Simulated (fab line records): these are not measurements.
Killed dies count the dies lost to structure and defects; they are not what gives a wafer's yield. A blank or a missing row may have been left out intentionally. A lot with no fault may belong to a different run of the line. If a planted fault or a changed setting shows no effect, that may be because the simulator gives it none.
fab line records	flow n5_finfet
[record] lots = 12	wafers = 35	last_day = 16
route steps=1938 shown SD_EPI_N@279 SD_EPI_P@314 SD_ACTIVATION@331
lots that met no fault: taken from a fault-free run of the same line
start_h: start of the lot's first displayed wafer, in hours after the record's first day	wait_h: hours since the lot's step before	" repeats the value in the row above	L1.1+2: several wafers, shown together as one row	- either no value or no given start	* or withheld: withheld	< > ~ a bound
route shown NAME@n: names a module that has steps shown in the file, with the first one's number in the route	usual: mean/standard deviation of fault-free wafers	same: alike in all rows	chamber/n: place in a boat	sites: each site's reading	_std_site: the values' standard deviation	_edge_site: the outer-site mean with the inner-site mean subtracted	radius_mm: for every site, how far away it sits from the centre of the wafer	mask NAME#n: copy n	behind: the last tool/chamber to shape the wafer	hold: reason for holding the lot/hours on hold/outcome of the hold	device: the transistor (n, p or np) that didn't switch	end of line: the same wafers' tests at the end of the route	step lacking rows: just its recipe	killed: at the first sort, the dies lost to defects and structure; wafer yield is something else	map: per-die view of a wafer (x killed, . not killed, _ where there is no die)
set.NAME: the run value of the setting; set.NAME@STEP: its run value at that earlier step	model.NAME: the simulator's own value behind a step, which no gauge read
route steps across a sampled set of lots; one table per step, one row per wafer
services: the hour from which a tool's chamber was out of use, counted from the record's first day as start_h (under 0 if before that day), plus the number of hours and why
[[steps]]
[step N5_SD_EPI_N_ETCH_16]
[recipe] chemistry = CHF3/O2	target = SiO2	target_depth_a = 50	mask_material = SOC	pressure_mtorr = 30	source_w = 650	bias_w = 170	Ar_flow_sccm = 200	CHF3_flow_sccm = 50	O2_flow_sccm = 5	ion_energy_ev = 200
[usual] drypump_motor_current_A = 5.9/0.45	oes_o_777_au = 0.78/0.071	oes_product_au = 0.78/0.07	rf_vpp_V = 521/14	showerhead_plenum_p_Torr = 2.44/0.067	throttle_valve_pct = 18.97/0.22
lot.wafer	tool	chamber	start_h	wait_h	drypump_motor_current_A	oes_o_777_au	oes_product_au	rf_hours_counter_h	rf_vpp_V	showerhead_plenum_p_Torr	throttle_valve_pct
L802.2	rie_diel-01	2	51.29	0.1	6.2	0.69	0.68	244	524	2.48	19.40
L802.4	"	1	"	"	6.0	0.73	0.74	124	527	2.34	18.88
L802.5	"	1	"	"	5.9	0.74	0.75	-	525	2.34	18.88
L803.1	rie_diel-06	1	62.38	0.1	6.5	0.69	0.72	199	537	2.50	19.20
L803.3	"	0	"	"	5.7	0.82	0.83	86	499	2.54	18.92
L803.5	"	1	"	"	6.5	0.69	0.72	-	536	2.50	19.21
L810.2	rie_diel-06	2	106.10	0.1	5.4	0.77	0.75	169	508	2.39	18.73
L810.5	"	3	"	"	5.3	0.87	0.89	-	526	2.49	18.96
L810.6	"	2	"	"	5.4	0.77	0.75	-	507	2.39	18.73
L812.1	rie_diel-03	3	120.41	0.1	6.3	0.84	0.86	58	523	2.34	18.43
L812.3	"	0	"	"	6.1	0.80	0.73	155	491	2.43	19.28
L812.6	"	2	"	"	5.4	0.70	0.73	-	532	2.39	18.60
L814.4	rie_diel-06	3	127.86	0.1	5.3	0.86	0.87	20	526	2.49	18.97
L814.5	"	1	"	"	6.5	0.67	0.71	-	536	2.49	19.22
L814.6	"	2	"	"	5.4	0.77	0.74	-	508	2.39	18.74
L815.1	rie_diel-06	1	132.89	0.1	6.5	0.67	0.71	222	537	2.49	19.24
L815.3	"	2	"	"	5.4	0.76	0.74	177	506	2.39	18.74
L815.5	"	1	"	"	6.5	0.67	0.70	-	537	2.49	19.23
L816.2	rie_diel-01	3	135.78	0.1	6.2	0.74	0.74	211	539	2.39	19.26
L816.3	"	1	"	"	6.0	0.71	0.72	156	524	2.32	18.94
L816.6	"	0	"	"	6.4	0.76	0.78	-	531	2.50	18.92
L818.1	rie_diel-01	3	145.58	0.1	6.1	0.75	0.74	213	539	2.39	19.27
L818.4	"	1	"	"	5.9	0.71	0.72	158	524	2.32	18.94
L818.6	"	1	"	"	5.9	0.70	0.71	-	525	2.32	18.93
L819.1	rie_diel-01	1	156.37	0.1	5.9	0.70	0.71	163	525	2.32	18.94
L819.4	"	3	"	"	6.1	0.74	0.73	217	539	2.38	19.29
L821.1	rie_diel-06	1	165.66	0.1	6.5	0.66	0.70	233	536	2.48	19.25
L821.4	"	3	"	"	5.3	0.84	0.84	31	524	2.48	18.99
L821.5	"	2	"	"	5.4	0.76	0.73	-	507	2.38	18.77
L822.2	rie_diel-06	0	171.76	0.1	5.7	0.79	0.80	118	500	2.53	18.96
L822.5	"	3	"	"	5.3	0.83	0.84	-	525	2.48	18.99
L822.6	"	2	"	"	5.4	0.75	0.73	-	506	2.38	18.75
L824.4	rie_diel-01	2	183.40	0.1	6.3	0.89	0.92	32	524	2.46	18.99
L824.5	"	0	"	"	6.4	0.75	0.77	-	529	2.50	18.95
L824.6	"	1	"	"	6.0	0.70	0.71	-	525	2.32	18.98
[step N5_SD_EPI_N_STRIP_38]
[recipe] chemistry = N2/H2	power_w = 1000	temp_c = 250	h2_frac = 0.65	overash_fraction = 0.3	pressure_mtorr = withheld	n2_flow_sccm = 1750	h2_flow_sccm = 3250
[usual] drypump_motor_current_A = 5.2/0.32	heater_power_w = 333/40	oes_product_au = 0.760/0.011
[same] overash_fraction = 0.3
lot.wafer	tool	chamber	start_h	wait_h	drypump_motor_current_A	heater_power_w	oes_product_au	rf_hours_counter_h
L802.2	plasma_asher-01	0	51.45	0.1	4.9	369	0.756	77
L802.4	"	1	"	"	4.9	327	0.762	-
L802.5	"	1	"	"	4.9	336	0.760	-
L803.1	plasma_asher-01	0	62.55	0.1	4.9	362	0.762	79
L803.3	"	1	"	"	4.9	337	0.768	-
L803.5	"	1	"	"	4.9	332	0.766	-
L810.2	plasma_asher-02	1	106.29	0.1	5.4	253	0.740	43
L810.5	"	0	"	"	5.7	365	0.755	-
L810.6	"	1	"	"	5.4	265	0.749	-
L812.1	plasma_asher-02	1	120.59	0.1	5.4	264	0.783	47
L812.3	"	1	"	"	5.4	255	0.779	-
L812.6	"	1	"	"	5.4	265	0.758	-
L814.4	plasma_asher-01	1	128.04	0.1	4.9	339	0.755	-
L814.5	"	1	"	"	4.9	345	0.779	-
L814.6	"	0	"	"	4.9	373	0.762	-
L815.1	plasma_asher-01	1	133.19	0.2	4.9	344	0.746	92
L815.3	"	0	"	"	4.9	361	0.749	-
L815.5	"	1	"	"	4.9	340	0.765	-
L816.2	plasma_asher-01	1	135.94	0.1	4.9	335	0.759	93
L816.3	"	0	"	"	4.9	368	0.777	-
L816.6	"	0	"	"	4.9	374	0.745	-
L818.1	plasma_asher-01	1	145.74	0.1	4.9	338	0.757	94
L818.4	"	0	"	"	4.9	376	0.760	-
L818.6	"	1	"	"	4.9	332	0.762	-
L819.1	plasma_asher-02	1	156.54	0.1	5.4	261	0.756	54
L819.4	"	1	"	"	5.4	260	0.767	-
L821.1	plasma_asher-01	0	165.83	0.1	4.9	368	0.761	98
L821.4	"	1	"	"	4.9	331	0.769	-
L821.5	"	0	"	"	4.9	355	0.735	-
L822.2	plasma_asher-01	0	171.93	0.1	4.9	365	0.738	102
L822.5	"	0	"	"	4.9	367	0.753	-
L822.6	"	1	"	"	5.0	335	0.769	-
L824.4	plasma_asher-01	1	183.59	0.1	5.0	328	0.781	-
L824.5	"	1	"	"	4.9	336	0.739	-
L824.6	"	0	"	"	4.9	371	0.754	-
[step N5_SD_EPI_P_SD_RECESS_17]
[recipe] chemistry = HBr/Cl2/O2	target_depth_a = 391	bt_time_s = 3	pressure_mtorr = 10	icp_w = 800	bias_w = 112	HBr_flow_sccm = 150	Cl2_flow_sccm = 80	O2_flow_sccm = 12
[usual] drypump_motor_current_A = 5.5/0.51	oes_o_777_au = 0.992/0.019	oes_product_au = 0.996/0.017	throttle_valve_pct = 36.8/0.33
lot.wafer	tool	chamber	start_h	wait_h	drypump_motor_current_A	oes_o_777_au	oes_product_au	rf_hours_counter_h	throttle_valve_pct
L802.2	rie_si-02	2	56.28	0.0	6.4	0.994	0.990	140	36.3
L802.4	"	1	"	"	5.7	1.020	1.038	17	37.0
L802.5	"	3	"	"	5.5	0.988	1.006	-	37.3
L803.1	rie_si-02	2	67.58	0.0	6.5	1.006	0.985	140	36.3
L803.3	"	0	"	"	5.8	0.953	0.984	170	36.6
L803.5	"	3	"	"	5.4	0.978	1.010	-	37.3
L810.2	rie_si-03	0	110.64	0.0	6.0	0.988	1.018	3	36.9
L810.5	"	0	"	"	6.0	0.987	1.009	-	36.9
L810.6	"	1	"	"	5.2	0.983	0.994	-	36.7
L812.1	rie_si-06	2	125.58	0.0	4.8	1.000	0.991	143	37.0
L812.3	"	1	"	"	5.7	0.976	0.964	108	37.2
L812.6	"	1	"	"	5.7	0.982	0.976	-	37.2
L814.4	rie_si-03	3	132.37	0.0	5.5	1.019	1.005	193	37.2
L814.5	"	1	"	"	5.2	0.977	1.001	-	36.7
L814.6	"	2	"	"	4.8	0.980	0.981	-	36.5
L815.1	rie_si-02	2	137.59	0.0	6.4	1.002	0.989	141	36.3
L815.3	"	1	"	"	5.7	1.023	1.040	18	37.0
L815.5	"	1	"	"	5.7	1.019	1.032	-	37.0
L816.2	rie_si-06	3	143.39	0.0	5.2	1.009	0.993	2	36.3
L816.3	"	2	"	"	4.8	0.997	0.989	143	37.0
L816.6	"	3	"	"	5.2	1.004	0.998	-	36.3
L818.1	rie_si-06	3	151.83	0.0	5.2	1.008	0.998	2	36.3
L818.4	"	1	"	"	5.7	0.974	0.979	-	37.2
L818.6	"	2	"	"	4.8	1.000	0.988	-	37.0
L819.1	rie_si-03	2	163.19	0.0	4.7	0.976	0.964	117	36.5
L819.4	"	0	"	"	6.0	0.979	1.009	-	36.9
L821.1	rie_si-03	1	171.79	0.0	5.2	0.983	0.955	72	36.7
L821.4	"	2	"	"	4.7	0.976	0.932	-	36.5
L821.5	"	1	"	"	5.2	0.983	0.952	-	36.7
L822.2	rie_si-02	2	176.90	0.0	6.4	1.006	0.989	142	36.3
L822.5	"	2	"	"	6.4	1.000	0.993	-	36.3
L822.6	"	1	"	"	5.7	1.025	1.033	-	37.0
L824.4	rie_si-03	0	190.14	0.0	6.0	0.996	0.969	5	36.9
L824.5	"	3	"	"	5.5	1.014	0.953	-	36.9
L824.6	"	2	"	"	4.8	0.978	0.936	-	36.5
[step N5_SD_ACTIVATION_LSA_01]
[recipe] temp_c = 1080	time_s = 0.0008	ambient = N2
[usual] wafer_temp_C_max = 1084.5/1
lot.wafer	tool	chamber	start_h	wait_h	wafer_temp_C_max
L802.2	laser_anneal-01	0	60.44	0.2	1082.7
L802.4	"	0	"	"	1081.8
L802.5	"	0	"	"	1082.2
L803.1	laser_anneal-01	0	71.71	0.2	1082.7
L803.3	"	0	"	"	1085.1
L803.5	"	0	"	"	1083.3
L810.2	laser_anneal-02	0	114.17	0.2	1085.7
L810.5	"	0	"	"	1084.3
L810.6	"	0	"	"	1084.0
L812.1	laser_anneal-02	0	130.80	0.2	1085.1
L812.3	"	0	"	"	1084.9
L812.6	"	0	"	"	1083.7
L814.4	laser_anneal-02	0	137.69	0.2	1084.3
L814.5	"	0	"	"	1084.4
L814.6	"	0	"	"	1084.1
L815.1	laser_anneal-02	0	141.70	0.2	1084.7
L815.3	"	0	"	"	1085.2
L815.5	"	0	"	"	1084.1
L816.2	laser_anneal-02	0	148.66	0.2	1085.2
L816.3	"	0	"	"	1084.9
L816.6	"	0	"	"	1083.2
L818.1	laser_anneal-02	0	157.07	0.2	1084.5
L818.4	"	0	"	"	1083.9
L818.6	"	0	"	"	1084.8
L819.1	laser_anneal-02	0	168.43	0.2	1084.9
L819.4	"	0	"	"	1084.7
L821.1	laser_anneal-02	0	177.16	0.2	1084.5
L821.4	"	0	"	"	1084.7
L821.5	"	0	"	"	1084.8
L822.2	laser_anneal-02	0	182.63	0.3	1084.2
L822.5	"	0	"	"	1083.8
L822.6	"	0	"	"	1085.1
L824.4	laser_anneal-02	0	194.42	0.2	1086.4
L824.5	"	0	"	"	1084.3
L824.6	"	0	"	"	1085.0
[[services]]
tool	chamber	start_h	hours	kind
laser_anneal-01	-	31.77	5.4	repair
rie_si-02	-	39.25	2.8	pm
rie_diel-06	3	46.41	-	clean
rie_diel-06	3	46.41	-	consumable_replace:focus_ring
rie_diel-06	3	46.41	16.0	scheduled_down
rie_diel-06	3	46.41	16.0	vent_cycle
laser_anneal-02	-	46.94	4.5	pm
laser_anneal-02	-	51.46	24.0	pm
rie_diel-03	3	52.75	23.1	repair
laser_anneal-01	-	61.82	2.5	repair
rie_si-03	0	64.21	1.9	repair
rie_diel-01	2	66.15	-	clean
rie_diel-01	2	66.15	-	consumable_replace:focus_ring
rie_diel-01	2	66.15	18.8	scheduled_down
rie_diel-01	2	66.15	18.8	vent_cycle
rie_si-02	1	78.99	3.9	repair
rie_si-02	-	86.93	4.3	pm
laser_anneal-01	-	87.14	123.5	repair
rie_diel-03	1	92.41	36.0	repair
rie_si-06	2	95.21	10.7	repair
plasma_asher-02	-	134.18	1.1	repair
laser_anneal-02	-	141.88	3.3	pm
plasma_asher-02	-	163.55	28.1	pm
rie_si-02	-	191.63	14.6	pm
[[key]]
[first_sign] step = N5_SD_EPI_P_SD_RECESS_17	reading = oes_product_au	direction = down	sigmas = 2.7	usual = 0.996	struck = 0.950
effect none on later readings
met_at N5_SD_EPI_P_SD_RECESS_17
struck_lots L821,L824
rows_end L821.1,L821.4,L821.5,L824.4,L824.5,L824.6
not_acting_at N5_SD_EPI_N_ETCH_16,N5_SD_EPI_N_STRIP_38,N5_SD_ACTIVATION_LSA_01
onset_between 163.19 171.79
[fault] kind = process_parameter_drift	tool = rie_si-03	chamber = -	onset_h = 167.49	steps = N5_SD_EPI_P_SD_RECESS_17	channel = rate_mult	offset = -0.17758	shape = step
// rows_end: these wafers met a further fault down the route, and their rows from its step on are left out
